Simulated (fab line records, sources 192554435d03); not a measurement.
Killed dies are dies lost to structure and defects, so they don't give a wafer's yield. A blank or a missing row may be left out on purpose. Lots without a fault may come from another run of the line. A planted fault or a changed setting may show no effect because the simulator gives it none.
fab line records | flow n5_finfet | part 2 of 2: steps 5 to 6 of 6
record lots=22 wafers=66 last_day=18
route steps=1938 shown FIN_CUT@175 STI_FIN_REVEAL@190 DUMMY_GATE@247 SD_EPI_N@274
lots that met no fault: from a run of the same line without faults
start_h: hours from the record's first day to the start of the lot's first wafer shown | wait_h: hours since the lot's step before | " the same as in the row above | L1.1+2: a row that stands for several wafers | - no value, or no start given | * or withheld: withheld | < > ~ a bound
route shown NAME@n: a module of which the file shows steps, and the number in the route of the first | usual: mean/standard deviation of fault-free wafers | same: alike in all rows | chamber/n: place in a boat | sites: the reading at each site | _std_site: their standard deviation | _edge_site: outer sites' mean less inner sites' | radius_mm: how far each site lies from the wafer's centre | mask NAME#n: copy n | behind: the tool/chamber that last shaped the wafer | hold: why the lot was held/for how many hours/how that ended | device: the transistor (n, p or np) that didn't switch | end of line: the same wafers' tests at the end of the route | a step without rows: its recipe alone | killed: dies lost to structure and defects at the first sort, not the wafer's yield | map: a wafer's dies, x killed, . not, _ none there
set.NAME: the setting as run; set.NAME@STEP: as run at that earlier step | model.NAME: the simulator's own value behind a step, which no gauge read
steps of the route over a sample of lots; a table a step, a row a wafer
services: from which hour (start_h, from the record's first day; less than 0 if before it) a tool's chamber was out of use, for how many hours, and why
## steps
# step N5_DUMMY_GATE_STRIP_48
# recipe chemistry=N2/H2 time_s=20 power_w=100 temp_c=40 pressure_mtorr=100 rf_frequency_hz=6e+07 bias_power_w=3 n2_flow_sccm=300 h2_flow_sccm=300
# usual drypump_motor_current_A=5.6/0.42 oes_product_au=0.81/0.096 rf_vpp_V=45.3/0.96 showerhead_plenum_p_Torr=3.37/0.11 throttle_valve_pct=12.13/0.27
# columns lot.wafer tool chamber start_h wait_h drypump_motor_current_A oes_product_au rf_hours_counter_h rf_vpp_V showerhead_plenum_p_Torr throttle_valve_pct
L074.2 rie_diel-03 2 48.55 0.0 6.0 0.74 170 44.4 3.24 12.21
L074.3 " 3 " " 5.9 0.69 233 45.8 3.42 12.32
L074.5 " 2 " " 6.0 0.74 - 44.8 3.24 12.22
L076.3 rie_diel-04 3 65.45 0.0 5.4 0.96 1 45.3 3.61 11.66
L076.4 " 1 " " 5.0 0.70 198 44.7 3.33 12.19
L076.6 " 0 " " 6.4 0.93 - 43.9 3.33 12.24
L077.1 rie_diel-04 2 66.87 0.0 5.0 0.76 141 45.8 3.26 12.23
L077.2 " 1 " " 5.0 0.70 198 46.7 3.33 12.21
L077.3 " 0 " " 6.3 0.93 10 45.7 3.33 12.24
L078.1 rie_diel-04 3 73.54 0.0 5.4 0.95 3 47.4 3.61 11.67
L078.2 " 0 " " 6.3 0.92 12 44.1 3.33 12.23
L078.5 " 3 " " 5.4 0.95 - 46.4 3.61 11.65
L079.1 rie_diel-05 2 78.35 0.0 5.8 0.77 108 44.0 3.39 12.34
L079.3 " 3 " " 5.4 0.86 49 43.6 3.41 12.09
L079.5 " 1 " " 5.5 0.77 - 45.4 3.23 11.93
L080.4 rie_diel-04 0 82.28 0.0 6.3 0.91 15 43.2 3.32 12.24
L080.5 " 3 " " 5.4 0.95 - 45.5 3.61 11.68
L080.6 " 2 " " 5.0 0.78 - 44.3 3.26 12.24
L082.3 rie_diel-05 2 94.27 0.0 5.8 0.76 113 46.5 3.39 12.35
L082.4 " 0 " " 6.1 1.02 2 44.5 3.34 11.67
L082.6 " 2 " " 5.8 0.77 - 45.7 3.39 12.34
L083.1 rie_diel-05 2 100.63 0.0 5.8 0.76 115 45.4 3.39 12.35
L083.4 " 0 " " 6.1 1.00 3 43.4 3.34 11.67
L083.5 " 3 " " 5.4 0.86 - 46.3 3.40 12.11
L084.2 rie_diel-03 1 110.35 0.0 4.9 0.70 240 43.9 3.49 12.69
L084.3 " 2 " " 6.0 0.73 192 45.5 3.22 12.26
L084.6 " 2 " " 6.0 0.74 - 44.7 3.22 12.26
L085.3 rie_diel-04 0 116.94 0.0 6.3 0.88 26 46.4 3.32 12.25
L085.5 " 2 " " 5.0 0.76 - 44.2 3.25 12.26
L085.6 " 1 " " 5.0 0.69 - 45.5 3.32 12.24
L086.2 rie_diel-04 1 123.36 0.0 5.1 0.69 217 45.4 3.32 12.27
L086.3 " 0 " " 6.3 0.89 28 43.6 3.32 12.28
L086.6 " 0 " " 6.3 0.89 - 46.4 3.32 12.28
L087.1 rie_diel-04 1 127.30 0.0 5.0 0.69 218 44.8 3.32 12.27
L087.2 " 3 " " 5.4 0.91 18 45.4 3.60 11.71
L087.5 " 3 " " 5.4 0.90 - 45.1 3.60 11.70
L088.1 rie_diel-05 2 135.25 0.0 5.8 0.76 126 45.4 3.39 12.39
L088.5 " 3 " " 5.5 0.84 - 45.2 3.40 12.12
L088.6 " 0 " " 6.1 0.97 - 45.0 3.33 11.71
L089.1 rie_diel-05 0 137.20 0.0 6.1 0.96 14 45.2 3.33 11.70
L089.2 " 1 " " 5.5 0.75 153 46.4 3.22 11.96
L089.6 " 0 " " 6.1 0.97 - 42.9 3.33 11.70
L090.1 rie_diel-05 0 143.85 0.0 6.1 0.96 16 44.8 3.33 11.71
L090.4 " 2 " " 5.8 0.76 128 45.2 3.38 12.38
L090.5 " 1 " " 5.5 0.74 - 43.7 3.22 11.98
L091.1 rie_diel-05 0 149.21 0.0 6.0 0.96 17 45.6 3.33 11.73
L091.4 " 3 " " 5.4 0.85 70 44.7 3.40 12.13
L091.5 " 3 " " 5.5 0.84 - 44.3 3.40 12.16
L092.2 rie_diel-03 2 154.23 0.0 6.0 0.72 207 43.3 3.22 12.30
L092.3 " 0 " " 5.8 0.72 162 45.1 3.52 12.58
L092.6 " 0 " " 5.8 0.72 - 44.3 3.52 12.58
L093.2 rie_diel-05 0 162.56 0.0 6.1 0.94 22 46.3 3.33 11.72
L093.5 " 0 " " 6.1 0.94 - 44.9 3.33 11.72
L093.6 " 1 " " 5.5 0.75 - 44.4 3.22 12.00
L094.2 rie_diel-03 0 166.94 0.0 5.8 0.73 169 45.5 3.51 12.58
L094.3 " 2 " " 6.0 0.71 211 44.3 3.21 12.30
L094.4 " 2 " " 6.0 0.72 - 45.6 3.21 12.32
L095.3 rie_diel-03 0 178.97 0.0 5.8 0.71 174 45.4 3.51 12.59
L095.5 " 2 " " 6.0 0.70 - 46.0 3.21 12.32
L095.6 " 3 " " 5.9 0.91 - 47.0 3.40 11.78
L096.3 rie_diel-04 3 180.18 0.0 5.4 0.87 34 44.7 3.59 11.75
L096.4 " 2 " " 5.0 0.74 175 45.1 3.24 12.31
L096.5 " 1 " " 5.0 0.68 - 44.1 3.31 12.29
L097.2 rie_diel-03 3 188.66 0.0 5.9 0.90 25 45.5 3.40 11.78
L097.4 " 0 " " 5.8 0.71 176 45.1 3.51 12.59
L097.5 " 0 " " 5.8 0.71 - 46.1 3.51 12.60
# step N5_SD_EPI_N_ETCH_34
# recipe chemistry=CF4 target=SiARC target_depth_a=455 mask_material=CAR-ArF-block time_s=75.8 ion_energy_ev=80 pressure_mtorr=40 source_w=545 bias_w=36 Ar_flow_sccm=100 cf4_flow_sccm=100 ends=cleared
# usual drypump_motor_current_A=5.9/0.34 etch_rf_on_time_s=76.0/1.6 oes_product_au=0.70/0.092 rf_fwd_power_W=538.7/2.1 rf_vpp_V=184.6/1.1 showerhead_plenum_p_Torr=2.18/0.061 throttle_valve_pct=15.61/0.29
# columns lot.wafer tool chamber start_h wait_h drypump_motor_current_A etch_rf_on_time_s oes_product_au rf_fwd_power_W rf_hours_counter_h rf_vpp_V showerhead_plenum_p_Torr throttle_valve_pct
L074.2 rie_diel-02 0 49.86 0.0 6.0 74.8 0.82 541.6 5 185.9 2.18 15.21
L074.3 " 1 " " 5.5 76.3 0.65 538.7 155 184.9 2.24 15.98
L074.5 " 3 " " 5.5 76.4 0.61 538.8 - 183.3 2.20 15.55
L076.3 rie_diel-01 3 66.64 0.0 5.3 76.6 0.59 541.0 244 183.1 2.04 16.13
L076.4 " 1 " " 6.1 77.7 0.61 535.1 215 185.1 2.11 15.71
L076.6 " 1 " " 6.0 77.8 0.61 536.2 - 184.2 2.11 15.71
L077.1 rie_diel-02 3 68.18 0.0 5.5 76.5 0.60 537.5 240 184.2 2.20 15.56
L077.2 " 1 " " 5.5 76.5 0.64 537.8 162 185.2 2.23 15.98
L077.3 " 0 " " 6.0 75.0 0.79 540.5 14 184.0 2.18 15.24
L078.1 rie_diel-01 2 75.53 0.0 5.9 77.5 0.62 535.6 197 184.6 2.20 15.71
L078.2 " 0 " " 6.0 74.4 0.79 540.2 16 185.3 2.27 15.36
L078.5 " 0 " " 6.0 74.3 0.79 540.6 - 186.1 2.27 15.38
L079.1 rie_diel-01 2 79.75 0.0 5.9 78.8 0.61 541.6 198 183.6 2.20 15.69
L079.3 " 1 " " 6.1 79.3 0.59 538.3 221 184.6 2.11 15.74
L079.5 " 1 " " 6.0 80.0 0.59 536.1 - 183.5 2.11 15.73
L080.4 rie_diel-06 0 83.47 0.0 6.2 75.3 0.57 535.8 256 184.4 2.11 16.07
L080.5 " 2 " " 5.7 75.2 0.86 541.3 - 184.3 2.11 15.35
L080.6 " 3 " " 5.4 77.3 0.61 539.8 - 184.7 2.14 15.88
L082.3 rie_diel-02 2 96.29 0.0 6.2 76.4 0.80 539.9 14 184.8 2.17 15.07
L082.4 " 1 " " 5.5 76.7 0.64 541.3 - 185.6 2.23 16.02
L082.6 " 2 " " 6.2 75.3 0.80 541.7 - 183.9 2.17 15.08
L083.1 rie_diel-01 1 102.81 0.0 6.1 76.9 0.61 534.9 224 183.3 2.11 15.73
L083.4 " 0 " " 6.1 73.7 0.79 534.4 - 185.9 2.27 15.39
L083.5 " 1 " " 6.1 77.6 0.60 534.3 - 183.5 2.11 15.74
L084.2 rie_diel-02 0 111.68 0.0 6.0 76.1 0.75 542.3 34 184.9 2.17 15.27
L084.3 " 1 " " 5.5 77.8 0.62 537.4 182 184.2 2.23 16.03
L084.6 " 0 " " 6.0 76.2 0.76 539.4 - 185.6 2.17 15.28
L085.3 rie_diel-06 2 118.80 0.0 5.7 75.6 0.78 540.2 19 183.8 2.10 15.38
L085.5 " 0 " " 6.2 73.9 0.84 536.7 - 185.0 2.11 15.57
L085.6 " 2 " " 5.7 75.8 0.79 538.7 - 183.8 2.10 15.37
L086.2 rie_diel-01 0 124.68 0.0 6.0 74.0 0.77 540.0 29 185.3 2.27 15.41
L086.3 " 1 " " 6.0 77.1 0.60 535.4 232 183.0 2.10 15.75
L086.6 " 1 " " 6.1 77.2 0.60 533.5 - 183.4 2.10 15.74
L087.1 rie_diel-01 2 128.61 0.0 5.9 76.4 0.62 539.1 211 185.7 2.20 15.71
L087.2 " 3 " " 5.3 73.4 0.80 541.3 9 183.4 2.29 15.65
L087.5 " 3 " " 5.3 72.5 0.80 541.0 - 185.5 2.28 15.64
L088.1 rie_diel-06 0 136.72 0.0 6.2 73.1 0.80 534.1 9 182.7 2.11 15.62
L088.5 " 0 " " 6.2 73.5 0.81 533.7 - 183.3 2.11 15.61
L088.6 " 1 " " 6.5 77.9 0.83 543.0 - 184.1 2.19 15.62
L089.1 rie_diel-01 2 138.39 0.0 5.9 77.4 0.60 538.9 215 183.9 2.20 15.71
L089.2 " 0 " " 6.1 74.4 0.75 537.6 34 186.6 2.26 15.41
L089.6 " 0 " " 6.0 74.7 0.75 539.0 - 186.5 2.26 15.40
L090.1 rie_diel-06 0 145.17 0.0 6.2 73.4 0.80 535.3 13 183.6 2.10 15.61
L090.4 " 3 " " 5.4 77.8 0.59 539.1 192 183.2 2.13 15.95
L090.5 " 0 " " 6.2 73.4 0.80 537.2 - 182.8 2.10 15.60
L091.1 rie_diel-02 3 150.54 0.0 5.5 76.3 0.78 536.7 9 184.7 2.19 15.12
L091.4 " 2 " " 6.2 75.2 0.76 537.7 37 185.2 2.16 15.11
L091.5 " 2 " " 6.2 75.4 0.77 539.0 - 185.2 2.16 15.11
L092.2 rie_diel-02 3 155.42 0.0 5.5 75.5 0.78 539.0 11 184.9 2.19 15.12
L092.3 " 1 " " 5.5 76.8 0.62 541.0 198 185.7 2.22 16.06
L092.6 " 1 " " 5.5 75.9 0.62 540.3 - 185.9 2.22 16.07
L093.2 rie_diel-02 1 163.88 0.0 5.5 77.4 0.61 539.2 201 185.3 2.22 16.06
L093.5 " 0 " " 6.0 75.9 0.73 536.5 - 184.8 2.16 15.32
L093.6 " 1 " " 5.5 77.1 0.62 538.2 - 185.3 2.22 16.07
L094.2 rie_diel-06 3 168.28 0.0 5.4 77.8 0.58 537.0 200 183.9 2.13 15.95
L094.3 " 2 " " 5.6 74.7 0.76 539.2 37 182.7 2.09 15.42
L094.4 " 1 " " 6.6 77.6 0.78 541.3 13 185.6 2.18 15.63
L095.3 rie_diel-01 2 180.39 0.0 5.9 77.4 0.60 541.2 230 184.4 2.19 15.76
L095.5 " 2 " " 5.9 77.6 0.60 538.6 - 185.3 2.19 15.76
L095.6 " 0 " " 6.0 73.7 0.74 539.1 - 185.9 2.26 15.45
L096.3 rie_diel-06 2 181.77 0.0 5.7 74.1 0.76 541.6 43 184.6 2.09 15.43
L096.4 " 1 " " 6.5 76.8 0.77 540.9 18 185.8 2.18 15.66
L096.5 " 0 " " 6.2 72.2 0.77 535.1 - 183.7 2.10 15.64
L097.2 rie_diel-01 3 190.94 0.0 5.3 74.3 0.76 540.2 31 185.5 2.28 15.71
L097.4 " 3 " " 5.3 73.5 0.76 541.0 - 185.7 2.28 15.70
L097.5 " 2 " " 5.9 77.3 0.60 541.0 - 183.9 2.19 15.77
## services
# columns tool chamber start_h hours kind
rie_diel-04 2 9.42 16.4 repair
rie_diel-02 0 12.88 9.9 repair
rie_diel-01 - 18.05 1.2 repair
rie_diel-06 0 29.58 8.5 repair
rie_si-01 - 31.85 0.2 repair
rie_diel-06 - 31.87 2.8 pm
rie_si-03 3 44.03 19.7 repair
rie_si-06 3 64.60 4.5 repair
rie_diel-03 3 74.51 6.5 repair
rie_si-03 1 79.77 13.3 repair
rie_diel-03 0 83.65 4.6 repair
rie_diel-01 - 86.10 14.6 pm
rie_si-06 3 88.69 5.7 repair
rie_diel-06 0 89.21 9.2 repair
rie_si-06 1 95.52 14.7 repair
rie_si-06 - 109.57 2.8 pm
rie_si-01 1 116.47 6.3 repair
rie_si-03 - 135.97 2.8 pm
rie_diel-03 2 161.67 4.7 repair
rie_si-06 0 162.84 8.7 repair
rie_diel-02 2 171.75 5.4 repair
vapor_etch-02 - 181.16 0.7 repair
rie_diel-01 - 189.34 0.3 repair
rie_si-06 0 189.62 8.9 repair
